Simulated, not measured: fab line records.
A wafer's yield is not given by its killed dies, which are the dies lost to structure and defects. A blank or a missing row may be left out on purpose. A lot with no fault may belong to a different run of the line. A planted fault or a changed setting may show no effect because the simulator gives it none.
fab line records    flow n5Finfet    part 2 of 2: steps 23 to 28 of 28
record lots=5  wafers=15  lastDay=17
route steps=1938 shown BEOL_M10@1482
lots that met no fault: from a run of the same line without faults
startH: hours from the record's first day to the start of the lot's first wafer shown    waitH: hours from the lot's prior step to this one    " unchanged from the row above    L1.1+2: a row that stands for several wafers    - no value present, or no start provided    * or withheld: withheld    < > ~ a bound
route shown NAME@n: NAME is a module with steps in the file, n the number in the route of the first one    usual: mean/standard deviation taken from wafers without a fault    same: alike in all rows    chamber/n: place in a boat    sites: the reading at each site    _std_site: standard deviation across them    _edge_site: inner sites' mean taken away from outer sites' mean    radiusMm: for every site, how far away it sits from the centre of the wafer    mask NAME#n: copy n    behind: the most recent tool/chamber to have shaped the wafer    hold: why the lot was held/for how many hours/how that ended    device: the n, p or np transistor that did not switch    end of line: the same wafers' tests at the end of the route    a step given without rows: its recipe and nothing more    killed: count of dies lost to structure and defects at first sort (not the wafer's yield)    map: dies across one wafer; x = killed, . = not, _ = none there
set.NAME: the setting as run; set.NAME@STEP: as run at that earlier step    model.NAME: the simulator's own value behind a step, which no gauge read
lots at selected steps of the route; one table per step, one row per wafer
services: a tool's chamber out of use, with start hour (startH, from the record's first day; less than 0 if before it), hours out, and reason
## steps
# step N5_BEOL_M10_INSPECT_30
# recipe mode=adi  inspectInstrument=brightfield
# usual rawDefectCount=428/110
lot.wafer  tool              chamber  startH  waitH  rawDefectCount
L077.1     defectInspect-02  -        242.59  0.0    400
L077.5     "                 -        "       "      613
L077.6     "                 -        "       "      323
L081.2     defectInspect-01  -        275.41  0.0    556
L081.3     "                 -        "       "      534
L081.6     "                 -        "       "      403
L089.1     defectInspect-02  -        309.67  0.3    414
L089.2     "                 -        "       "      466
L089.4     "                 -        "       "      358
L088.3     defectInspect-01  -        319.76  0.0    351
L088.5     "                 -        "       "      472
L088.6     "                 -        "       "      391
L095.1     defectInspect-02  -        349.74  0.0    537
L095.2     "                 -        "       "      695
L095.5     "                 -        "       "      591
# step N5_BEOL_M10_DESCUM_33
# recipe chemistry=O2  timeS=7.9  sourcePowerW=50  biasPowerW=20  pressureMtorr=20  rfFrequencyHz=2.712e+07  tempC=40  resist=CAR-ArF  o2FlowSccm=225
# usual drypumpMotorCurrentA=5.9/0.37  oesProductAu=0.79/0.093  rfVppV=242.9/1.4  showerheadPlenumPTorr=2.07/0.069  throttleValvePct=20.34/0.19
lot.wafer  tool        chamber  startH  waitH  drypumpMotorCurrentA  oesProductAu  rfHoursCounterH  rfVppV  showerheadPlenumPTorr  throttleValvePct
L077.1     rieDiel-03  2        242.62  0.0    5.7                   0.76          152              243.2   2.08                   20.19
L077.5     "           0        "       "      6.0                   0.74          -                242.2   2.00                   20.34
L077.6     "           1        "       "      6.6                   0.71          -                242.7   2.06                   20.73
L081.2     rieDiel-04  3        275.69  0.3    5.1                   0.84          60               244.7   2.12                   20.55
L081.3     "           1        "       "      6.3                   0.79          118              242.4   2.02                   20.08
L081.6     "           3        "       "      5.1                   0.85          -                243.0   2.12                   20.54
L089.1     rieDiel-03  1        309.70  0.0    6.6                   0.95          16               241.3   2.06                   20.36
L089.2     "           3        "       "      5.9                   0.67          238              241.2   1.97                   20.70
L089.4     "           1        "       "      6.6                   0.96          -                240.9   2.06                   20.35
L088.3     rieDiel-03  3        319.79  0.0    5.9                   0.67          242              239.9   1.97                   20.71
L088.5     "           3        "       "      5.9                   0.67          -                240.6   1.97                   20.71
L088.6     "           2        "       "      5.6                   0.73          -                243.2   2.07                   20.26
L095.1     rieDiel-03  2        350.09  0.3    5.7                   0.73          196              242.1   2.06                   20.27
L095.2     "           1        "       "      6.6                   0.93          26               242.7   2.05                   20.38
L095.5     "           0        "       "      6.0                   0.71          -                240.1   1.98                   20.38
# step N5_BEOL_M10_ETCH_65
# recipe chemistry=CF4  target=SiARC  targetDepthA=390  maskMaterial=CAR-ArF  timeS=65  ionEnergyEv=80  pressureMtorr=40  sourceW=545  biasW=36  Ar_flow_sccm=100  cf4FlowSccm=100  ends=cleared
# usual biasW=35.99/0.11  drypumpMotorCurrentA=5.9/0.37  etchRfOnTimeS=65.4/1.4  oesProductAu=0.67/0.077  rfVppV=183.7/1.2  showerheadPlenumPTorr=2.12/0.067  throttleValvePct=15.57/0.18
lot.wafer  tool        chamber  startH  waitH  biasW  drypumpMotorCurrentA  etchRfOnTimeS  oesProductAu  rfHoursCounterH  rfVppV  showerheadPlenumPTorr  throttleValvePct
L077.1     rieDiel-03  2        242.66  0.0    35.97  5.7                   62.4           0.66          152              184.6   2.14                   15.53
L077.5     "           0        "       "      36.04  6.0                   66.6           0.62          -                180.9   2.05                   15.58
L077.6     "           1        "       "      36.00  6.6                   66.2           0.59          -                184.3   2.11                   15.91
L081.2     rieDiel-04  3        275.72  0.0    35.92  5.1                   64.8           0.72          60               186.3   2.18                   15.70
L081.3     "           1        "       "      35.96  6.3                   65.7           0.67          118              182.4   2.06                   15.29
L081.6     "           3        "       "      36.01  5.1                   65.1           0.72          -                184.4   2.18                   15.71
L089.1     rieDiel-03  1        309.74  0.0    36.02  6.6                   64.5           0.82          16               184.1   2.10                   15.44
L089.2     "           3        "       "      35.90  5.9                   67.0           0.57          238              182.6   2.03                   15.96
L089.4     "           1        "       "      35.98  6.6                   65.1           0.81          -                183.1   2.10                   15.44
L088.3     rieDiel-03  3        319.82  0.0    36.01  5.9                   67.4           0.57          242              183.5   2.03                   15.97
L088.5     "           3        "       "      36.07  5.9                   67.6           0.56          -                183.0   2.03                   15.98
L088.6     "           2        "       "      35.87  5.7                   63.8           0.63          -                182.9   2.13                   15.58
L095.1     rieDiel-03  2        350.12  0.0    35.83  5.7                   63.1           0.63          196              184.1   2.12                   15.60
L095.2     "           1        "       "      36.16  6.6                   65.1           0.79          26               182.8   2.10                   15.46
L095.5     "           0        "       "      35.88  6.0                   67.1           0.60          -                180.8   2.03                   15.64
# step N5_BEOL_M10_ETCH_66
# recipe chemistry=N2/H2  target=SOC  targetDepthA=1200  overetchA=240  maskMaterial=SiARC  tempC=40  timeS=180  ionEnergyEv=200  pressureMtorr=30  sourceW=840  biasW=150  n2FlowSccm=200  h2FlowSccm=200
# usual biasW=150.1/0.48  drypumpMotorCurrentA=5.9/0.37  oesProductAu=0.64/0.071  rfVppV=523.2/2.3  showerheadPlenumPTorr=2.52/0.084  throttleValvePct=17.79/0.19
lot.wafer  tool        chamber  startH  waitH  biasW  drypumpMotorCurrentA  oesProductAu  rfHoursCounterH  rfVppV  showerheadPlenumPTorr  throttleValvePct
L077.1     rieDiel-03  2        242.71  0.0    150.4  5.7                   0.61          152              523.3   2.55                   17.80
L077.5     "           0        "       "      149.5  6.1                   0.59          -                521.6   2.44                   17.73
L077.6     "           1        "       "      150.1  6.6                   0.57          -                523.3   2.49                   18.05
L081.2     rieDiel-04  3        275.77  0.0    150.2  5.1                   0.68          60               525.6   2.59                   18.05
L081.3     "           1        "       "      149.7  6.3                   0.64          118              520.9   2.45                   17.43
L081.6     "           3        "       "      150.3  5.1                   0.68          -                524.8   2.59                   18.06
L089.1     rieDiel-03  1        309.79  0.0    150.4  6.6                   0.76          16               523.0   2.48                   17.63
L089.2     "           3        "       "      150.6  5.9                   0.55          238              521.2   2.39                   18.12
L089.4     "           1        "       "      150.7  6.6                   0.77          -                523.1   2.48                   17.64
L088.3     rieDiel-03  3        319.87  0.0    150.5  5.9                   0.55          242              518.6   2.39                   18.13
L088.5     "           3        "       "      150.6  5.9                   0.56          -                521.7   2.39                   18.12
L088.6     "           2        "       "      150.3  5.7                   0.60          -                523.0   2.54                   17.86
L095.1     rieDiel-03  2        350.17  0.0    149.9  5.7                   0.58          196              523.9   2.53                   17.88
L095.2     "           1        "       "      149.8  6.6                   0.75          26               522.6   2.48                   17.66
L095.5     "           0        "       "      150.0  6.0                   0.57          -                520.5   2.42                   17.81
# step N5_BEOL_M10_STRIP_69
# recipe chemistry=N2/H2  tempC=40  n2FlowSccm=200  h2FlowSccm=200  rfFrequencyHz=6e+07
lot.wafer   tool        chamber  startH  waitH
L077.1+5+6  rieDiel-03  2,0,1    242.82  0.1
L081.2+3+6  rieDiel-04  3,1,3    275.89  0.1
L089.1+2+4  rieDiel-03  1,3,1    309.90  0.1
L088.3+5+6  rieDiel-03  3,3,2    319.99  0.1
L095.1+2+5  rieDiel-03  2,1,0    350.29  0.1
# step N5_BEOL_M10_VIA_ETCH_34
# recipe chemistry=C4F6/O2  target=SiCOH_lowk  targetDepthA=1845  maskMaterial=SOC  taperDeg=4  timeS=69.2  ionEnergyEv=250  pressureMtorr=30  sourceW=345  biasW=185  Ar_flow_sccm=300  C4F6_flow_sccm=10  O2_flow_sccm=10
# usual biasW=185.0/0.5  drypumpMotorCurrentA=5.9/0.37  oesProductAu=0.79/0.091  rfVppV=666/13  showerheadPlenumPTorr=2.82/0.092  throttleValvePct=20.88/0.19
lot.wafer  tool        chamber  startH  waitH  biasW  drypumpMotorCurrentA  oesProductAu  rfHoursCounterH  rfVppV  showerheadPlenumPTorr  throttleValvePct
L077.1     rieDiel-03  2        242.83  0.0    185.8  5.7                   0.76          152              645     2.86                   20.87
L077.5     "           0        "       "      183.7  6.1                   0.72          -                673     2.71                   20.75
L077.6     "           1        "       "      185.2  6.6                   0.69          -                652     2.79                   21.10
L081.2     rieDiel-04  3        275.90  0.0    185.6  5.1                   0.85          60               686     2.87                   20.97
L081.3     "           1        "       "      185.5  6.3                   0.79          119              652     2.75                   20.55
L081.6     "           3        "       "      185.3  5.1                   0.84          -                686     2.87                   20.97
L089.1     rieDiel-03  1        309.91  0.0    185.4  6.6                   0.94          16               652     2.79                   20.77
L089.2     "           3        "       "      185.6  5.9                   0.67          238              677     2.70                   21.24
L089.4     "           1        "       "      185.7  6.6                   0.95          -                652     2.79                   20.78
L088.3     rieDiel-03  3        320.00  0.0    185.0  5.9                   0.67          242              679     2.70                   21.25
L088.5     "           3        "       "      185.2  5.9                   0.67          -                678     2.70                   21.22
L088.6     "           2        "       "      184.7  5.7                   0.73          -                644     2.84                   20.89
L095.1     rieDiel-03  2        350.30  0.0    185.7  5.7                   0.72          197              642     2.84                   20.92
L095.2     "           1        "       "      185.1  6.6                   0.93          26               651     2.78                   20.77
L095.5     "           0        "       "      185.5  6.0                   0.70          -                670     2.70                   20.80
## services
tool            chamber  startH  hours  kind
rieDiel-02      0        218.61  13.5   repair
rieDiel-04      3        229.55  4.3    repair
arfiScanner-02  -        235.39  0.8    pm
rieMetal-01     -        241.06  0.3    repair
arfiScanner-02  -        242.70  3.1    pm
rieDiel-03      1        249.80  -      clean
rieDiel-03      1        249.80  -      consumableReplace:focusRing
rieDiel-03      1        249.80  19.8   scheduledDown
arfiScanner-02  -        257.04  1.3    pm
arfiScanner-01  -        267.75  0.9    repair
arfiScanner-02  -        274.45  3.9    pm
arfiScanner-01  -        279.14  0.8    pm
rieDiel-03      2        280.67  4.3    repair
arfiScanner-01  -        288.04  1.0    pm
arfiScanner-01  -        291.97  6.1    repair
rieDiel-03      0        298.30  15.4   repair
arfiScanner-02  -        314.50  4.9    pm
rieMetal-03     0        318.69  6.3    repair
arfiScanner-01  -        324.08  0.8    repair
rieDiel-02      2        324.37  9.4    repair
rieDiel-03      1        329.91  16.6   repair
arfiScanner-01  -        331.52  1.3    pm
arfiScanner-02  -        337.35  1.0    pm
arfiScanner-01  -        347.91  0.7    repair
